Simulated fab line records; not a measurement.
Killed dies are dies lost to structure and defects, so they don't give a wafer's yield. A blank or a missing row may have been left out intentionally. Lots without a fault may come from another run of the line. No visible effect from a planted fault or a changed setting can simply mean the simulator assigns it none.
Which tool did it? :: flow n5_finfet :: 24 lots with 72 wafers sampled at 3 steps, on a route of 1938 steps

WHAT THE GAUGES SHOWED, per wafer
N5_BEOL_M1_INSPECT_13: inspects for defects (brightfield).
lot: L074
measured: day 6 06:52
on: defect_inspect-01
raw_defect_count: 386 515 374

lot: L075
measured: day 6 06:33
on: defect_inspect-02
raw_defect_count: 498 503 411

lot: L076
measured: day 6 17:20
on: defect_inspect-01
raw_defect_count: 473 342 386

lot: L077
measured: day 6 19:23
on: defect_inspect-01
raw_defect_count: 328 261 337

lot: L078
measured: day 7 03:37
on: defect_inspect-01
raw_defect_count: 313 374 375

lot: L079
measured: day 7 09:42
on: defect_inspect-02
raw_defect_count: 356 274 425

lot: L080
measured: day 7 14:52
on: defect_inspect-02
raw_defect_count: 498 381 410

lot: L081
measured: day 7 15:50
on: defect_inspect-01
raw_defect_count: 397 518 342

lot: L082
measured: day 8 04:36
on: defect_inspect-02
raw_defect_count: 483 385 415

lot: L083
measured: day 8 10:53
on: defect_inspect-01
raw_defect_count: 483 462 424

lot: L084
measured: day 8 15:06
on: defect_inspect-01
raw_defect_count: 430 477 624

lot: L085
measured: day 8 20:23
on: defect_inspect-01
raw_defect_count: 209 397 244

lot: L087
measured: day 11 13:19
on: defect_inspect-02
raw_defect_count: 378 638 370

lot: L088
measured: day 11 13:37
on: defect_inspect-02
raw_defect_count: 251 356 537

lot: L086
measured: day 11 14:02
on: defect_inspect-01
raw_defect_count: 267 544 356

lot: L095
measured: day 11 14:13
on: defect_inspect-02
raw_defect_count: 379 468 310

lot: L089
measured: day 11 14:26
on: defect_inspect-02
raw_defect_count: 445 428 455

lot: L096
measured: day 11 15:32
on: defect_inspect-02
raw_defect_count: 432 413 460

lot: L091
measured: day 11 16:22
on: defect_inspect-01
raw_defect_count: 351 294 462

lot: L090
measured: day 11 16:55
on: defect_inspect-01
raw_defect_count: 246 363 243

lot: L093
measured: day 11 17:22
on: defect_inspect-01
raw_defect_count: 332 322 355

lot: L094
measured: day 11 19:34
on: defect_inspect-01
raw_defect_count: 261 382 348

lot: L092
measured: day 11 19:43
on: defect_inspect-01
raw_defect_count: 354 310 559

lot: L097
measured: day 11 19:55
on: defect_inspect-02
raw_defect_count: 340 349 396

WHICH TOOL RAN EACH LOT (tool, then ch and the chambers of the sampled wafers, then the start)
lot: L074
N5_BEOL_M0_ALD_136: ald_metal-01 ch 0,1,2, day 6 02:13
N5_BEOL_M0_SURFACE_TREAT_137: pvd_sputter-02, day 6 02:38

lot: L075
N5_BEOL_M0_ALD_136: ald_metal-02 ch 0,1,2, day 6 02:18
N5_BEOL_M0_SURFACE_TREAT_137: pvd_sputter-01, day 6 02:37

lot: L076
N5_BEOL_M0_ALD_136: ald_metal-03 ch 0,1,3, day 6 13:13
N5_BEOL_M0_SURFACE_TREAT_137: pvd_sputter-01, day 6 13:34

lot: L077
N5_BEOL_M0_ALD_136: ald_metal-03 ch 0,1, day 6 16:29
N5_BEOL_M0_SURFACE_TREAT_137: pvd_sputter-01, day 6 16:43

lot: L078
N5_BEOL_M0_ALD_136: ald_metal-03 ch 2,3, day 6 23:03
N5_BEOL_M0_SURFACE_TREAT_137: pvd_sputter-02, day 6 23:33

lot: L079
N5_BEOL_M0_ALD_136: ald_metal-01 ch 2,3, day 7 04:58
N5_BEOL_M0_SURFACE_TREAT_137: pvd_sputter-02, day 7 06:50

lot: L080
N5_BEOL_M0_ALD_136: ald_metal-01 ch 0,1,3, day 7 09:46
N5_BEOL_M0_SURFACE_TREAT_137: pvd_sputter-01, day 7 10:02

lot: L081
N5_BEOL_M0_ALD_136: ald_metal-01 ch 0,3, day 7 12:06
N5_BEOL_M0_SURFACE_TREAT_137: pvd_sputter-03, day 7 12:36

lot: L082
N5_BEOL_M0_ALD_136: ald_metal-02 ch 2,3, day 8 00:56
N5_BEOL_M0_SURFACE_TREAT_137: pvd_sputter-03, day 8 01:23

lot: L083
N5_BEOL_M0_ALD_136: ald_metal-02 ch 0,2, day 8 04:44
N5_BEOL_M0_SURFACE_TREAT_137: pvd_sputter-03, day 8 05:06

lot: L084
N5_BEOL_M0_ALD_136: ald_metal-02 ch 0,1,2, day 8 10:24
N5_BEOL_M0_SURFACE_TREAT_137: pvd_sputter-02, day 8 10:46

lot: L085
N5_BEOL_M0_ALD_136: ald_metal-03 ch 1,3, day 8 14:53
N5_BEOL_M0_SURFACE_TREAT_137: pvd_sputter-02, day 8 15:53

lot: L087
N5_BEOL_M0_ALD_136: ald_metal-03 ch 0,3, day 11 10:37
N5_BEOL_M0_SURFACE_TREAT_137: pvd_sputter-03, day 11 10:51

lot: L088
N5_BEOL_M0_ALD_136: ald_metal-02 ch 1,3, day 11 11:07
N5_BEOL_M0_SURFACE_TREAT_137: pvd_sputter-01, day 11 11:20

lot: L086
N5_BEOL_M0_ALD_136: ald_metal-03 ch 1,2, day 11 11:16
N5_BEOL_M0_SURFACE_TREAT_137: pvd_sputter-01, day 11 11:30

lot: L095
N5_BEOL_M0_ALD_136: ald_metal-01 ch 1,2, day 11 11:20
N5_BEOL_M0_SURFACE_TREAT_137: pvd_sputter-01, day 11 11:34

lot: L089
N5_BEOL_M0_ALD_136: ald_metal-02 ch 0,1,3, day 11 11:43
N5_BEOL_M0_SURFACE_TREAT_137: pvd_sputter-02, day 11 12:01

lot: L096
N5_BEOL_M0_ALD_136: ald_metal-01 ch 0,3, day 11 12:50
N5_BEOL_M0_SURFACE_TREAT_137: pvd_sputter-03, day 11 13:04

lot: L091
N5_BEOL_M0_ALD_136: ald_metal-02 ch 0,1,3, day 11 13:38
N5_BEOL_M0_SURFACE_TREAT_137: pvd_sputter-03, day 11 13:53

lot: L090
N5_BEOL_M0_ALD_136: ald_metal-01 ch 0,2,3, day 11 13:55
N5_BEOL_M0_SURFACE_TREAT_137: pvd_sputter-01, day 11 14:09

lot: L093
N5_BEOL_M0_ALD_136: ald_metal-02 ch 0,1, day 11 14:10
N5_BEOL_M0_SURFACE_TREAT_137: pvd_sputter-03, day 11 14:29

lot: L094
N5_BEOL_M0_ALD_136: ald_metal-01 ch 0,3, day 11 15:26
N5_BEOL_M0_SURFACE_TREAT_137: pvd_sputter-03, day 11 15:40

lot: L092
N5_BEOL_M0_ALD_136: ald_metal-02 ch 0,1,3, day 11 15:28
N5_BEOL_M0_SURFACE_TREAT_137: pvd_sputter-03, day 11 15:43

lot: L097
N5_BEOL_M0_ALD_136: ald_metal-03 ch 0,3, day 11 16:00
N5_BEOL_M0_SURFACE_TREAT_137: pvd_sputter-02, day 11 16:16
- N5_BEOL_M0_ALD_136: deposits TaN, pulse time 2 s, purge time 3 s, co reactant purge time 2 s.
- N5_BEOL_M0_SURFACE_TREAT_137

WHAT THE TOOLS THEMSELVES READ (means of the sampled wafers that have a number; where no wafer has one, the mark that the record gives instead)
N5_BEOL_M0_ALD_136.
lot: L074
tool: ald_metal-01
heater_power_w (W): 441

lot: L075
tool: ald_metal-02
heater_power_w (W): 411

lot: L076
tool: ald_metal-03
heater_power_w (W): 447

lot: L077
tool: ald_metal-03
heater_power_w (W): 446

lot: L078
tool: ald_metal-03
heater_power_w (W): 433

lot: L079
tool: ald_metal-01
heater_power_w (W): 457

lot: L080
tool: ald_metal-01
heater_power_w (W): 449

lot: L081
tool: ald_metal-01
heater_power_w (W): 418

lot: L082
tool: ald_metal-02
heater_power_w (W): 379

lot: L083
tool: ald_metal-02
heater_power_w (W): 418

lot: L084
tool: ald_metal-02
heater_power_w (W): 406

lot: L085
tool: ald_metal-03
heater_power_w (W): 414

lot: L087
tool: ald_metal-03
heater_power_w (W): 474

lot: L088
tool: ald_metal-02
heater_power_w (W): 385

lot: L086
tool: ald_metal-03
heater_power_w (W): 464

lot: L095
tool: ald_metal-01
heater_power_w (W): 468

lot: L089
tool: ald_metal-02
heater_power_w (W): 403

lot: L096
tool: ald_metal-01
heater_power_w (W): 431

lot: L091
tool: ald_metal-02
heater_power_w (W): 399

lot: L090
tool: ald_metal-01
heater_power_w (W): 425

lot: L093
tool: ald_metal-02
heater_power_w (W): 422

lot: L094
tool: ald_metal-01
heater_power_w (W): 408

lot: L092
tool: ald_metal-02
heater_power_w (W): 404

lot: L097
tool: ald_metal-03
heater_power_w (W): 450

N5_BEOL_M0_SURFACE_TREAT_137.
lot: L074
tool: pvd_sputter-02
ar_flow_sccm (sccm): 29.99

lot: L075
tool: pvd_sputter-01
ar_flow_sccm (sccm): 30.04

lot: L076
tool: pvd_sputter-01
ar_flow_sccm (sccm): 29.98

lot: L077
tool: pvd_sputter-01
ar_flow_sccm (sccm): 30.00

lot: L078
tool: pvd_sputter-02
ar_flow_sccm (sccm): 29.91

lot: L079
tool: pvd_sputter-02
ar_flow_sccm (sccm): 29.99

lot: L080
tool: pvd_sputter-01
ar_flow_sccm (sccm): 29.94

lot: L081
tool: pvd_sputter-03
ar_flow_sccm (sccm): 30.08

lot: L082
tool: pvd_sputter-03
ar_flow_sccm (sccm): 30.07

lot: L083
tool: pvd_sputter-03
ar_flow_sccm (sccm): 29.99

lot: L084
tool: pvd_sputter-02
ar_flow_sccm (sccm): 29.92

lot: L085
tool: pvd_sputter-02
ar_flow_sccm (sccm): 29.99

lot: L087
tool: pvd_sputter-03
ar_flow_sccm (sccm): 30.00

lot: L088
tool: pvd_sputter-01
ar_flow_sccm (sccm): 30.01

lot: L086
tool: pvd_sputter-01
ar_flow_sccm (sccm): 30.00

lot: L095
tool: pvd_sputter-01
ar_flow_sccm (sccm): 29.94

lot: L089
tool: pvd_sputter-02
ar_flow_sccm (sccm): 30.07

lot: L096
tool: pvd_sputter-03
ar_flow_sccm (sccm): 30.03

lot: L091
tool: pvd_sputter-03
ar_flow_sccm (sccm): 30.06

lot: L090
tool: pvd_sputter-01
ar_flow_sccm (sccm): 30.01

lot: L093
tool: pvd_sputter-03
ar_flow_sccm (sccm): 30.05

lot: L094
tool: pvd_sputter-03
ar_flow_sccm (sccm): 29.97

lot: L092
tool: pvd_sputter-03
ar_flow_sccm (sccm): 30.03

lot: L097
tool: pvd_sputter-02
ar_flow_sccm (sccm): 30.02

THE ANSWER, worked out from the rows above alone
Rule: usual is defined by the lots themselves. Put in order of their means at a reading, lots are off if they are a third of the lots or fewer, leave a main group of 4 or more, and stand apart from it by a gap of 3 or more times the standard deviation of the main group's means; of several such gaps the widest counts. A main group whose means are all the same, to the digits that the tables above print for the reading, isn't used. A lot without any number at a reading at which 4 lots or more have one is off too. Where the step has rows for the other lots, those lots are counted as sound. Order of review: gauges by route order, followed by the tools' own readings, for which a lot's mean as printed above is used. The first step at which some lot is off is used, and at that step the reading that is off furthest; a lot without a number counts as furthest.
Across all readings shown, no lot is off: no conclusion can be drawn from this.

WHAT HAD BEEN PUT IN BY THE SIMULATOR
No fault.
